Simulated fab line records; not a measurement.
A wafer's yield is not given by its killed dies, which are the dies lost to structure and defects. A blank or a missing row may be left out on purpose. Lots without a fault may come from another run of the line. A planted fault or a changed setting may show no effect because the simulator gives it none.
A lot that was struck, set against a sound lot || flow n5-finfet || 39 steps out of a route of 1938
Sound: the wafers L925.2, L925.3, L925.5. Struck: wafer L921.2. (L921.3, L921.5 of the same lot were not struck and are left out.) The cause comes at the end.
At each step with rows: each side's tool, then ch and its chambers, then its first start. Under that, the readings that differ: sound wafers || struck wafers || difference of the means || sigmas: that difference in standard deviations of wafers without a fault.
alike: same words and numbers on both sides, and readings whose means sit less than 2 such deviations apart. not compared: any withheld reading, any reading some wafer has no value for, any bound like >300 that may hide the same value, and any number with overlapping values for which the record gives no deviation.
A row with sigmas, a row that says differs or no value, or rows on one side alone: a step with any of these is where the two part. Non-overlapping numbers with no deviation appear without sigmas and do not part them. Lack of a reading on every wafer of one side parts them only where that side has two or more wafers.

first, 10 steps without rows for these wafers: N5_DUMMY_GATE_ETCH_23 (etches poly-Si in HBr/Cl2/O2, target depth 41 nm, time 22.3 s); N5_DUMMY_GATE_ETCH_44 (etches poly-Si in HBr/O2, stops on SiO2, target depth 127.5 nm); N5_DUMMY_GATE_ETCH_42 (etches SiO2 in CHF3/O2, target depth 3.5 nm, time 31 s); N5_DUMMY_GATE_STRIP_48 (strips in N2/H2, time 20 s); N5_DUMMY_GATE_PRECLEAN_33 (cleans in dHF, time 10 s); N5_DUMMY_GATE_PRECLEAN_25 (cleans in O3/DIW, time 45 s); N5_DUMMY_GATE_PRECLEAN_51 (cleans in SC2, time 45 s); N5_DUMMY_GATE_SRD_26 (time 30 s); N5_DUMMY_GATE_UV_OZONE_45 (time 120 s); N5_SPACER0_ALD_07 (deposits SiNx, target thk 2 nm).
N5_SPACER0_ALD_00: deposits SiOCN, target thk 3.5 nm, pulse time 3 s, purge time 2 s.
  sound on ald-sin-01 ch 1,2,3, day 7 21:26; struck on ald-sin-04 ch 1, day 6 18:44
{"reading": "ald-cycles", "sound": "58 58 58", "struck": 34, "difference": -24, "sigmas": ""}
{"reading": "model.SiOCN_of_SPACER0_ALD_00.thk-nm (nm)", "sound": "3.6 3.6 3.4", "struck": 2, "difference": -2, "sigmas": ""}
  alike: heater-power-outer-w, heater-power-w, precursor-pulse-height-rel
then, 25 steps without rows for these wafers: N5_SPACER0_ALD_08 (deposits SiNx, target thk 2 nm); N5_SD_EPI_N_COAT_32 (time 60 s, resist thk 350 nm); N5_SD_EPI_N_COAT_33 (time 60 s, resist thk 35 nm); N5_SD_EPI_N_COAT_03 (resist thk 150 nm); N5_SD_EPI_N_EBR_05; N5_SD_EPI_N_SOFTBAKE_04 (time 60 s); N5_SD_EPI_N_EXPOSE_06 (exposes mask SD N BLK, target cd 120 nm); N5_SD_EPI_N_PEB_07 (peb time 60 s); N5_SD_EPI_N_DEVELOP_08 (develop time 30 s); N5_SD_EPI_N_DESCUM_14 (chemistry O2, time 7.9 s); N5_SD_EPI_N_ETCH_34 (etches SiARC in CF4, target depth 45.5 nm, time 75.8 s); N5_SD_EPI_N_ETCH_35 (etches SOC in N2/H2, overetch 108 nm, time 486 s); N5_SD_EPI_N_STRIP_36 (strips in N2/H2); N5_SD_EPI_N_ETCHBACK_44 (etches SiNx in CH3F/O2, stops on SiO2, target depth 14.5 nm); N5_SD_EPI_N_ETCH_45 (etches SiOCN in CH3F/O2, target depth 6 nm); N5_SD_EPI_N_ETCH_16 (etches SiO2 in CHF3/O2, target depth 5 nm); N5_SD_EPI_N_STRIP_47 (strips in CHF3/O2); N5_SD_EPI_N_SD_RECESS_17 (chemistry HBr/Cl2/O2, target depth 41 nm, time 23.7 s, bt time 3 s); N5_SD_EPI_N_STRIP_38 (strips in N2/H2); N5_SD_EPI_N_WET_ETCH_43 (etches SiO2 in dHF, time 14 s, target depth 1.5 nm); N5_SD_EPI_N_STRIP_18 (strips in SPM, time 750 s); N5_SD_EPI_N_SRD_20 (time 30 s); N5_SD_EPI_N_PRECLEAN_48 (cleans in NF3:NH3, afs cycles 2, time 20 s, sublimation time 60 s); N5_SD_EPI_N_VAPOR_ETCH_50 (etches Si in HCl, time 54 s); N5_SD_EPI_N_EPI_21 (deposits Si:P, time 690 s).
N5_SD_EPI_P_PRECLEAN_32: cleans in dHF, time 10 s.
  sound on wet-bench-02 ch 0,2,5, day 8 08:41; struck on wet-bench-04 ch 5, day 7 06:37
{"reading": "model.SiOCN_of_SPACER0_ALD_00.thk-nm (nm)", "sound": "3.4 3.4 3.4", "struck": 2, "difference": -1, "sigmas": ""}
  alike: temp-c
-- here the record skips 6 days between the struck wafers' starts before and after, leaving off in module SD_EPI_P and picking up in module BEOL_M4 (first step shown: number 1111 of the route) --
N5_BEOL_M4_RC_MEAS_101:
  sound on prober-02 ch 0, day 13 12:44; struck on prober-02 ch 0, day 12 20:52
{"reading": "DIBL_N (mV/V)", "sound": "35.4 35.1 35.0", "struck": 47.9, "difference": "+12.7", "sigmas": "+11"}
{"reading": "DIBL_P (mV/V)", "sound": "37.1 36.5 36.3", "struck": 46.1, "difference": "+9.5", "sigmas": "+7"}
{"reading": "IOFF_N (nA/um)", "sound": "0.135 0.133 0.129", "struck": 0.443, "difference": "+0.311", "sigmas": "+16"}
{"reading": "IOFF_N_85C (nA/um)", "sound": "2.7 2.7 2.6", "struck": 7.4, "difference": "+4.7", "sigmas": "+14"}
{"reading": "IOFF_N_LIN (nA/um)", "sound": "0.063 0.063 0.060", "struck": 0.161, "difference": "+0.099", "sigmas": "+13"}
{"reading": "IOFF_P (nA/um)", "sound": "0.20 0.19 0.20", "struck": 0.59, "difference": "+0.39", "sigmas": "+12"}
{"reading": "IOFF_P_85C (nA/um)", "sound": "3.6 3.4 3.5", "struck": 8.6, "difference": "+5.1", "sigmas": "+11"}
{"reading": "IOFF_P_LIN (nA/um)", "sound": "0.099 0.095 0.096", "struck": 0.238, "difference": "+0.141", "sigmas": "+11"}
{"reading": "ION_N (uA/um)", "sound": "657 666 663", "struck": 739, "difference": "+77", "sigmas": "+8"}
{"reading": "ION_P (uA/um)", "sound": "460 462 465", "struck": 514, "difference": "+52", "sigmas": "+6"}
{"reading": "REXT_N (ohm.um)", "sound": "75.2 75.5 75.6", "struck": 63.9, "difference": -11.5, "sigmas": -5}
{"reading": "REXT_P (ohm.um)", "sound": "98.9 98.0 97.7", "struck": 82.7, "difference": -15.5, "sigmas": -6}
{"reading": "SS_N (mV/dec)", "sound": "70.9 70.9 71.1", "struck": 73.5, "difference": "+2.5", "sigmas": "+6"}
{"reading": "SS_P (mV/dec)", "sound": "73.3 72.7 72.6", "struck": 75.3, "difference": "+2.4", "sigmas": "+5"}
{"reading": "VT_N (mV)", "sound": "252.2 251.8 252.5", "struck": 234.2, "difference": -18.0, "sigmas": -7}
{"reading": "VT_N_LVT (mV)", "sound": "102.7 103.1 104.4", "struck": 84.3, "difference": -19.1, "sigmas": -7}
{"reading": "VT_P (mV)", "sound": "-251 -251 -251", "struck": -231, "difference": "+20", "sigmas": "+6"}
{"reading": "VT_P_LVT (mV)", "sound": "-99.7 -100.6 -99.8", "struck": -80.4, "difference": "+19.6", "sigmas": "+7"}
-- record jumps: 4 days separate the struck wafers' starts on either side; left off in module BEOL_M4, taken up again in module PASSIVATION, whose first shown step is the route's number 1936 --
N5_PASSIVATION_PROBE_49:
  struck on prober-02, day 17 01:45; sound on prober-02, day 18 00:28
{"reading": "killed-open", "sound": "83 87 94", "struck": 62, "difference": -26, "sigmas": -2}
{"reading": "sort_bin_4_leakage (%)", "sound": "0 0 0", "struck": 46.95, "difference": "+46.95", "sigmas": ""}
{"reading": "sort-n-pass", "sound": "1060 1054 1056", "struck": 524, "difference": -533, "sigmas": -33}
{"reading": "sort-yield-pct (%)", "sound": "89.8 89.3 89.5", "struck": 44.4, "difference": -45.1, "sigmas": -32}
  alike: defect-limited-yield, killed_at_M0_to_M3, killed_at_M4_up, killed-at-contacts, killed-at-front-end, killed-at-other, killed-dies, killed-short, sort_bin_5_function, sort_bin_6_memory

== WHERE THEY PART ==
First at N5_BEOL_M4_RC_MEAS_101; last, within this record, at N5_PASSIVATION_PROBE_49.

WHY: what had been put in by the simulator
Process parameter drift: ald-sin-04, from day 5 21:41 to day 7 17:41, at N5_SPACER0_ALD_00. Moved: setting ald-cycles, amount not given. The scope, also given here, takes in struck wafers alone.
